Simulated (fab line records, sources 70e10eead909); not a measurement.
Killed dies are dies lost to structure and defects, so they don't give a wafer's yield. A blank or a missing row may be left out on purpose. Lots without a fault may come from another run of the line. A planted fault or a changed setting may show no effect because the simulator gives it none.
Chamber matching | flow nand_harc | NHARC_A_DECK1_JOINT_CMP_13 on cmp-02: 4 sister chambers
The step polishes, target thk 51.023 nm. 4 wafers are shown with their chamber, then 10 later ones without.

WAFERS WITH THEIR CHAMBER
wafer  | chamber | motor_current_A (A)
L088.3 | 0       | 14.7
L088.5 | 2       | 13.7
L090.1 | 1       | 12.1
L090.4 | 3       | 11.9

WAFERS WITHOUT THEIR CHAMBER
wafer  | motor_current_A (A)
L090.5 | 13.0
L094.1 | 14.6
L094.2 | 12.8
L094.5 | 13.6
L094.3 | 13.9
L094.4 | 12.6
L094.6 | 11.5
L097.1 | 14.5
L097.2 | 13.4
L097.3 | 12.4

WHICH CHAMBER EACH WENT THROUGH
wafer  | from the rows above          | in truth
L090.5 | can't be placed: 2 or 1 or 3 | 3
L094.1 | can't be placed: 0 or 2      | 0
L094.2 | can't be placed: 1 or 2 or 3 | 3
L094.5 | 2                            | 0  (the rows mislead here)
L094.3 | can't be placed: 2 or 0      | 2
L094.4 | can't be placed: 1 or 3 or 2 | 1
L094.6 | can't be placed: 3 or 1      | 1
L097.1 | can't be placed: 0 or 2      | 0
L097.2 | 2                            | 2
L097.3 | can't be placed: 1 or 3      | 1
Placed correctly: 1 of 10. Can't be placed from these rows: 8 (the true chamber is among the candidates in 8). Placed wrongly: 1.
How it was worked out, from the rows above alone: a wafer's distance from a chamber is the root of the sum, over the readings, of the square of ((its reading less the chamber's mean) divided by the reading's scatter). The wafer belongs to the nearest chamber; if the next one is less than 2 further off, it can't be placed. A chamber's mean is the mean of its shown wafers. The scatter: with one shown wafer a chamber, the root of the mean of the squares of how far each hidden wafer lies from its nearest shown one.
